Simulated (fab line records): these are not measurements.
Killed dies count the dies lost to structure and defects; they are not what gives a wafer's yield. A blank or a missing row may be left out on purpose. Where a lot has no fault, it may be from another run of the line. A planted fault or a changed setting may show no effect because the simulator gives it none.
fab line records | flow n5Finfet | part 2 of 2: steps 5 to 6 of 6
[record] lots = 23 | wafers = 69 | lastDay = 19
route steps=1938 shown BEOL_M9@1401
lots that met no fault: from a run of the same line without faults
startH: the number of hours between the record's first day and the start of the first shown wafer of the lot | waitH: hours elapsed since this lot's preceding step | " unchanged from the row above | L1.1+2: a row that stands for several wafers | - no value, or no start was given | * or withheld: withheld | < > ~ a bound
route shown NAME@n: a module of which the file shows steps, and the number in the route of the first | usual: mean/standard deviation of fault-free wafers | same: alike in all rows | chamber/n: place in a boat | sites: readings site by site | _std_site: the standard deviation of these | _edge_site: mean of outer sites minus mean of inner sites | radiusMm: for every site, how far away it sits from the centre of the wafer | mask NAME#n: copy n | behind: the most recent tool/chamber to have shaped the wafer | hold: the reason the lot was held/the length of the hold in hours/how it ended | device: names the non-switching transistor (n, p or np) | end of line: the same wafers' tests at the end of the route | where a step has no rows: the recipe by itself | killed: at the first sort, the dies lost to defects and structure; wafer yield is something else | map: a wafer's dies, x killed, . not, _ none there
set.NAME: setting as actually run; set.NAME@STEP: the setting as run at that earlier step | model.NAME: the simulator's own value behind a step, which no gauge read
the route's steps for a sample of lots (tables are steps, rows are wafers)
services: when a tool's chamber went out of use (startH, in hours from the record's first day, below 0 if earlier), for how many hours, and the reason
[[steps]]
[step N5_BEOL_M9_HM_OPEN_17]
[recipe] chemistry = Cl2/BCl3 | targetDepthA = 200 | overetchA = 60 | target = TiN | maskMaterial = SOC | ionEnergyEv = 150 | pressureMtorr = 10 | icpW = 1000 | biasW = 126 | Cl2_flow_sccm = 53.25 | bcl3FlowSccm = 21.75 | Ar_flow_sccm = 25
[usual] drypumpMotorCurrentA = 5.6/0.46 | oesProductAu = 0.65/0.065 | throttleValvePct = 22.16/0.1
lot.wafer | tool        | chamber | startH | waitH | drypumpMotorCurrentA | oesProductAu | rfHoursCounterH | throttleValvePct
L074.4    | rieMetal-01 | 1       | 228.57 | 0.1   | 6.5                  | 0.61         | -               | 22.28
L074.5    | "           | 1       | "      | "     | 6.5                  | 0.60         | -               | 22.27
L074.6    | "           | 0       | "      | "     | 5.4                  | 0.75         | -               | 22.12
L075.1    | rieMetal-01 | 1       | 240.64 | 0.0   | 6.5                  | 0.60         | 67              | 22.28
L075.2    | "           | 0       | "      | "     | 5.4                  | 0.74         | 17              | 22.13
L075.4    | "           | 0       | "      | "     | 5.4                  | 0.73         | -               | 22.12
L076.1    | rieMetal-02 | 1       | 248.09 | 0.0   | 5.5                  | 0.76         | 10              | 21.98
L076.3    | "           | 1       | "      | "     | 5.5                  | 0.75         | -               | 21.98
L076.4    | "           | 0       | "      | "     | 5.5                  | 0.64         | -               | 22.17
L077.1    | rieMetal-03 | 1       | 248.22 | 0.0   | 5.5                  | 0.67         | 46              | 22.09
L077.2    | "           | 0       | "      | "     | 5.1                  | 0.58         | 79              | 22.23
L077.3    | "           | 1       | "      | "     | 5.5                  | 0.66         | -               | 22.08
L078.2    | rieMetal-03 | 0       | 251.61 | 0.0   | 5.0                  | 0.57         | 80              | 22.25
L078.4    | "           | 1       | "      | "     | 5.5                  | 0.66         | -               | 22.09
L078.5    | "           | 1       | "      | "     | 5.5                  | 0.66         | -               | 22.09
L080.1    | rieMetal-03 | 0       | 259.24 | 0.0   | 5.0                  | 0.58         | 81              | 22.23
L080.2    | "           | 0       | "      | "     | 5.0                  | 0.57         | -               | 22.23
L080.6    | "           | 0       | "      | "     | 5.0                  | 0.58         | -               | 22.24
L081.1    | rieMetal-02 | 1       | 267.37 | 0.0   | 5.5                  | 0.75         | 12              | 21.98
L081.3    | "           | 1       | "      | "     | 5.5                  | 0.75         | -               | 21.99
L081.4    | "           | 0       | "      | "     | 5.5                  | 0.63         | -               | 22.18
L079.2    | rieMetal-01 | 0       | 280.32 | 0.0   | 5.4                  | 0.74         | 20              | 22.12
L079.3    | "           | 0       | "      | "     | 5.4                  | 0.74         | -               | 22.13
L079.6    | "           | 1       | "      | "     | 6.5                  | 0.60         | -               | 22.29
L082.2    | rieMetal-03 | 1       | 285.97 | 0.0   | 5.5                  | 0.64         | 50              | 22.10
L082.3    | "           | 0       | "      | "     | 5.0                  | 0.56         | -               | 22.26
L082.4    | "           | 1       | "      | "     | 5.5                  | 0.65         | -               | 22.09
L083.1    | rieMetal-01 | 1       | 290.67 | 0.0   | 6.5                  | 0.59         | 70              | 22.30
L083.4    | "           | 0       | "      | "     | 5.4                  | 0.73         | -               | 22.13
L083.6    | "           | 0       | "      | "     | 5.4                  | 0.74         | -               | 22.14
L084.3    | rieMetal-02 | 0       | 297.41 | 0.1   | 5.5                  | 0.61         | -               | 22.20
L084.5    | "           | 0       | "      | "     | 5.5                  | 0.62         | -               | 22.21
L084.6    | "           | 1       | "      | "     | 5.5                  | 0.73         | -               | 22.00
L087.1    | rieMetal-03 | 0       | 300.51 | 0.0   | 5.0                  | 0.57         | 87              | 22.24
L087.3    | "           | 0       | "      | "     | 5.0                  | 0.56         | -               | 22.24
L087.6    | "           | 1       | "      | "     | 5.5                  | 0.66         | -               | 22.09
L085.4    | rieMetal-01 | 0       | 313.24 | 0.1   | 5.4                  | 0.73         | -               | 22.13
L085.5    | "           | 0       | "      | "     | 5.4                  | 0.73         | -               | 22.12
L085.6    | "           | 1       | "      | "     | 6.5                  | 0.60         | -               | 22.29
L088.2    | rieMetal-02 | 1       | 314.48 | 0.0   | 5.5                  | 0.74         | 16              | 21.98
L088.4    | "           | 0       | "      | "     | 5.5                  | 0.63         | -               | 22.18
L088.6    | "           | 0       | "      | "     | 5.5                  | 0.63         | -               | 22.20
L089.1    | rieMetal-01 | 0       | 322.75 | 0.0   | 5.4                  | 0.72         | 24              | 22.14
L089.4    | "           | 0       | "      | "     | 5.4                  | 0.73         | -               | 22.13
L089.6    | "           | 1       | "      | "     | 6.5                  | 0.60         | -               | 22.31
L086.1    | rieMetal-02 | 0       | 323.00 | 0.0   | 5.5                  | 0.61         | 64              | 22.19
L086.4    | "           | 0       | "      | "     | 5.5                  | 0.62         | -               | 22.21
L086.5    | "           | 0       | "      | "     | 5.5                  | 0.61         | -               | 22.21
L090.2    | rieMetal-03 | 1       | 345.59 | 0.0   | 5.5                  | 0.65         | 57              | 22.11
L090.3    | "           | 1       | "      | "     | 5.5                  | 0.65         | -               | 22.11
L090.4    | "           | 0       | "      | "     | 5.1                  | 0.56         | -               | 22.26
L095.2    | rieMetal-02 | 1       | 349.63 | 0.0   | 5.5                  | 0.72         | 18              | 22.02
L095.3    | "           | 0       | "      | "     | 5.5                  | 0.62         | -               | 22.20
L095.6    | "           | 1       | "      | "     | 5.5                  | 0.72         | -               | 22.01
L092.1    | rieMetal-02 | 1       | 349.80 | 0.0   | 5.5                  | 0.73         | 18              | 21.99
L092.2    | "           | 0       | "      | "     | 5.5                  | 0.62         | 66              | 22.20
L092.5    | "           | 1       | "      | "     | 5.5                  | 0.73         | -               | 21.98
L093.2    | rieMetal-02 | 0       | 350.09 | 0.0   | 5.5                  | 0.61         | 66              | 22.21
L093.4    | "           | 1       | "      | "     | 5.5                  | 0.72         | -               | 21.99
L093.5    | "           | 0       | "      | "     | 5.5                  | 0.61         | -               | 22.21
L094.2    | rieMetal-03 | 1       | 371.84 | 0.0   | 5.5                  | 0.64         | 58              | 22.11
L094.4    | "           | 0       | "      | "     | 5.0                  | 0.56         | -               | 22.26
L094.5    | "           | 1       | "      | "     | 5.5                  | 0.64         | -               | 22.12
L096.3    | rieMetal-01 | 1       | 378.45 | 0.1   | 6.5                  | 0.58         | -               | 22.31
L096.4    | "           | 0       | "      | "     | 5.4                  | 0.70         | -               | 22.15
L096.6    | "           | 1       | "      | "     | 6.5                  | 0.58         | -               | 22.33
L097.3    | rieMetal-01 | 0       | 388.16 | 0.1   | 5.4                  | 0.71         | -               | 22.16
L097.4    | "           | 1       | "      | "     | 6.5                  | 0.58         | -               | 22.31
L097.5    | "           | 1       | "      | "     | 6.5                  | 0.58         | -               | 22.31
[step N5_BEOL_M9_STRIP_19]
[recipe] chemistry = O2 | powerW = 400 | tempC = 40 | pressureMtorr = 30 | rfFrequencyHz = 6e+07 | biasPowerW = 0 | overashFraction = 0.2 | o2FlowSccm = 225
[usual] drypumpMotorCurrentA = 5.9/0.4 | oesProductAu = 0.78/0.083 | rfVppV = 3.6/0.66 | showerheadPlenumPTorr = 2.09/0.077 | throttleValvePct = 16.74/0.25
lot.wafer | tool       | chamber | startH | waitH | drypumpMotorCurrentA | oesProductAu | rfHoursCounterH | rfVppV | showerheadPlenumPTorr | throttleValvePct
L074.4    | rieDiel-06 | 3       | 228.65 | 0.1   | 6.2                  | 0.76         | 148             | 3.4    | 2.10                  | 16.91
L074.5    | "          | 0       | "      | "     | 6.1                  | 0.76         | -               | 4.6    | 2.10                  | 16.90
L074.6    | "          | 3       | "      | "     | 6.2                  | 0.76         | -               | 5.1    | 2.10                  | 16.91
L075.1    | rieDiel-04 | 1       | 240.75 | 0.1   | 5.3                  | 0.78         | 142             | 3.7    | 2.02                  | 16.57
L075.2    | "          | 2       | "      | "     | 6.2                  | 0.94         | 17              | 3.2    | 2.06                  | 16.30
L075.4    | "          | 0       | "      | "     | 5.9                  | 0.74         | 166             | 3.3    | 2.01                  | 16.54
L076.1    | rieDiel-04 | 2       | 248.20 | 0.1   | 6.2                  | 0.93         | 20              | 4.2    | 2.06                  | 16.29
L076.3    | "          | 3       | "      | "     | 6.4                  | 0.76         | 156             | 3.6    | 1.93                  | 16.90
L076.4    | "          | 3       | "      | "     | 6.4                  | 0.77         | -               | 2.6    | 1.93                  | 16.87
L077.1    | rieDiel-05 | 3       | 248.34 | 0.1   | 5.7                  | 0.93         | 12              | 4.0    | 2.23                  | 16.26
L077.2    | "          | 1       | "      | "     | 5.6                  | 0.71         | 209             | 3.2    | 2.16                  | 16.56
L077.3    | "          | 2       | "      | "     | 5.1                  | 0.80         | 117             | 3.9    | 2.11                  | 16.83
L078.2    | rieDiel-06 | 0       | 251.73 | 0.1   | 6.2                  | 0.75         | 165             | 3.9    | 2.10                  | 16.92
L078.4    | "          | 2       | "      | "     | 6.2                  | 0.68         | 238             | 3.4    | 2.16                  | 17.05
L078.5    | "          | 2       | "      | "     | 6.2                  | 0.68         | -               | 2.5    | 2.16                  | 17.05
L080.1    | rieDiel-06 | 2       | 259.44 | 0.2   | 6.2                  | 0.67         | 241             | 3.8    | 2.15                  | 17.04
L080.2    | "          | 3       | "      | "     | 6.2                  | 0.76         | 158             | 3.9    | 2.10                  | 16.92
L080.6    | "          | 3       | "      | "     | 6.2                  | 0.76         | -               | 4.5    | 2.10                  | 16.94
L081.1    | rieDiel-05 | 2       | 267.48 | 0.1   | 5.1                  | 0.80         | 123             | 4.9    | 2.10                  | 16.82
L081.3    | "          | 3       | "      | "     | 5.7                  | 0.92         | 18              | 3.1    | 2.23                  | 16.27
L081.4    | "          | 0       | "      | "     | 5.9                  | 0.69         | 215             | 3.1    | 2.16                  | 17.04
L079.2    | rieDiel-05 | 0       | 280.43 | 0.1   | 5.9                  | 0.69         | 220             | 4.2    | 2.15                  | 17.04
L079.3    | "          | 2       | "      | "     | 5.1                  | 0.79         | 128             | 3.5    | 2.10                  | 16.85
L079.6    | "          | 2       | "      | "     | 5.1                  | 0.79         | -               | 3.9    | 2.10                  | 16.83
L082.2    | rieDiel-04 | 3       | 286.08 | 0.1   | 6.4                  | 0.75         | 170             | 3.6    | 1.92                  | 16.89
L082.3    | "          | 0       | "      | "     | 5.9                  | 0.73         | 183             | 3.9    | 2.00                  | 16.56
L082.4    | "          | 1       | "      | "     | 5.3                  | 0.77         | 151             | 4.6    | 2.02                  | 16.58
L083.1    | rieDiel-04 | 0       | 290.78 | 0.1   | 5.9                  | 0.73         | 184             | 3.8    | 2.00                  | 16.55
L083.4    | "          | 2       | "      | "     | 6.3                  | 0.91         | 35              | 3.5    | 2.06                  | 16.34
L083.6    | "          | 3       | "      | "     | 6.4                  | 0.74         | -               | 3.8    | 1.92                  | 16.91
L084.3    | rieDiel-04 | 3       | 297.64 | 0.2   | 6.4                  | 0.75         | 174             | 2.7    | 1.92                  | 16.91
L084.5    | "          | 0       | "      | "     | 5.9                  | 0.72         | -               | 4.0    | 2.00                  | 16.57
L084.6    | "          | 3       | "      | "     | 6.5                  | 0.74         | -               | 4.1    | 1.92                  | 16.92
L087.1    | rieDiel-04 | 1       | 300.73 | 0.2   | 5.3                  | 0.77         | 156             | 3.4    | 2.01                  | 16.60
L087.3    | "          | 3       | "      | "     | 6.4                  | 0.74         | 175             | 3.3    | 1.92                  | 16.93
L087.6    | "          | 0       | "      | "     | 5.9                  | 0.73         | -               | 3.0    | 2.00                  | 16.58
L085.4    | rieDiel-05 | 2       | 313.32 | 0.1   | 5.1                  | 0.77         | 137             | 2.9    | 2.10                  | 16.86
L085.5    | "          | 0       | "      | "     | 5.9                  | 0.68         | -               | 3.1    | 2.15                  | 17.05
L085.6    | "          | 1       | "      | "     | 5.6                  | 0.70         | -               | 2.9    | 2.16                  | 16.61
L088.2    | rieDiel-06 | 3       | 314.68 | 0.2   | 6.2                  | 0.75         | 178             | 3.0    | 2.09                  | 16.97
L088.4    | "          | 0       | "      | "     | 6.1                  | 0.73         | -               | 2.6    | 2.09                  | 17.00
L088.6    | "          | 3       | "      | "     | 6.2                  | 0.74         | -               | 3.2    | 2.09                  | 16.97
L089.1    | rieDiel-04 | 2       | 322.86 | 0.1   | 6.2                  | 0.89         | 44              | 3.2    | 2.05                  | 16.35
L089.4    | "          | 0       | "      | "     | 5.9                  | 0.73         | 194             | 3.3    | 2.00                  | 16.59
L089.6    | "          | 1       | "      | "     | 5.3                  | 0.75         | -               | 4.5    | 2.01                  | 16.63
L086.1    | rieDiel-04 | 1       | 323.12 | 0.1   | 5.3                  | 0.76         | 163             | 3.3    | 2.01                  | 16.60
L086.4    | "          | 0       | "      | "     | 5.9                  | 0.72         | 194             | 3.2    | 2.00                  | 16.60
L086.5    | "          | 3       | "      | "     | 6.4                  | 0.73         | -               | 4.1    | 1.92                  | 16.92
L090.2    | rieDiel-05 | 1       | 345.81 | 0.2   | 5.6                  | 0.69         | 238             | 3.7    | 2.15                  | 16.61
L090.3    | "          | 3       | "      | "     | 5.7                  | 0.86         | 43              | 3.0    | 2.22                  | 16.32
L090.4    | "          | 2       | "      | "     | 5.1                  | 0.77         | 148             | 2.4    | 2.10                  | 16.87
L095.2    | rieDiel-05 | 2       | 349.77 | 0.1   | 5.1                  | 0.77         | 149             | 3.2    | 2.09                  | 16.88
L095.3    | "          | 3       | "      | "     | 5.7                  | 0.85         | 44              | 3.6    | 2.22                  | 16.31
L095.6    | "          | 2       | "      | "     | 5.1                  | 0.78         | -               | 5.4    | 2.09                  | 16.88
L092.1    | rieDiel-06 | 3       | 349.91 | 0.1   | 6.2                  | 0.73         | 189             | 3.0    | 2.09                  | 16.97
L092.2    | "          | 2       | "      | "     | 6.2                  | 0.96         | 14              | 4.2    | 2.15                  | 16.62
L092.5    | "          | 1       | "      | "     | 6.2                  | 0.82         | -               | 3.8    | 2.13                  | 16.93
L093.2    | rieDiel-05 | 2       | 350.20 | 0.1   | 5.1                  | 0.77         | 149             | 2.9    | 2.09                  | 16.88
L093.4    | "          | 3       | "      | "     | 5.7                  | 0.87         | 44              | 3.8    | 2.22                  | 16.32
L093.5    | "          | 2       | "      | "     | 5.1                  | 0.77         | -               | 4.2    | 2.09                  | 16.87
L094.2    | rieDiel-06 | 2       | 372.03 | 0.2   | 6.1                  | 0.95         | 21              | 4.7    | 2.14                  | 16.62
L094.4    | "          | 3       | "      | "     | 6.2                  | 0.73         | 195             | 4.0    | 2.09                  | 16.98
L094.5    | "          | 0       | "      | "     | 6.1                  | 0.72         | -               | 3.2    | 2.08                  | 17.00
L096.3    | rieDiel-05 | 1       | 378.53 | 0.1   | 5.6                  | 0.69         | 247             | 3.7    | 2.15                  | 16.62
L096.4    | "          | 3       | "      | "     | 5.7                  | 0.84         | 52              | 3.2    | 2.22                  | 16.33
L096.6    | "          | 1       | "      | "     | 5.6                  | 0.68         | -               | 4.2    | 2.15                  | 16.60
L097.3    | rieDiel-06 | 3       | 388.24 | 0.1   | 6.2                  | 0.72         | 198             | 3.1    | 2.09                  | 17.01
L097.4    | "          | 0       | "      | "     | 6.1                  | 0.72         | 209             | 3.3    | 2.08                  | 17.02
L097.5    | "          | 2       | "      | "     | 6.1                  | 0.95         | -               | 3.7    | 2.14                  | 16.65
[[services]]
tool        | chamber | startH | hours | kind
pecvd-03    | 2       | 202.38 | -     | clean
pecvd-04    | -       | 205.06 | 2.8   | pm
pecvd-02    | -       | 217.60 | 2.5   | repair
pecvd-04    | 0       | 228.16 | 5.5   | scheduledDown
pecvd-03    | -       | 236.11 | 1.5   | repair
pecvd-03    | -       | 240.73 | 2.1   | repair
rieDiel-04  | 1       | 246.57 | 21.8  | repair
rieMetal-02 | -       | 251.38 | 1.4   | pm
pecvd-04    | -       | 251.81 | 1.5   | repair
rieMetal-03 | 1       | 252.41 | 7.4   | repair
rieDiel-04  | 2       | 259.91 | 4.9   | repair
rieMetal-01 | 1       | 274.34 | 2.2   | repair
rieDiel-06  | 2       | 288.97 | -     | clean
rieDiel-06  | 2       | 288.97 | -     | consumableReplace:focusRing
rieDiel-06  | 2       | 288.97 | 15.6  | scheduledDown
rieDiel-06  | 2       | 288.97 | 15.6  | ventCycle
rieDiel-06  | 1       | 310.69 | 9.2   | repair
pecvd-02    | -       | 310.81 | 0.5   | repair
pecvd-04    | 0       | 328.19 | 19.8  | repair
pecvd-03    | 0       | 339.53 | 21.9  | repair
pecvd-04    | 2       | 349.28 | 2.9   | repair
pecvd-04    | -       | 359.94 | 3.2   | repair
pecvd-04    | 2       | 364.51 | 5.5   | scheduledDown
pecvd-04    | 1       | 369.97 | 2.1   | scheduledDown
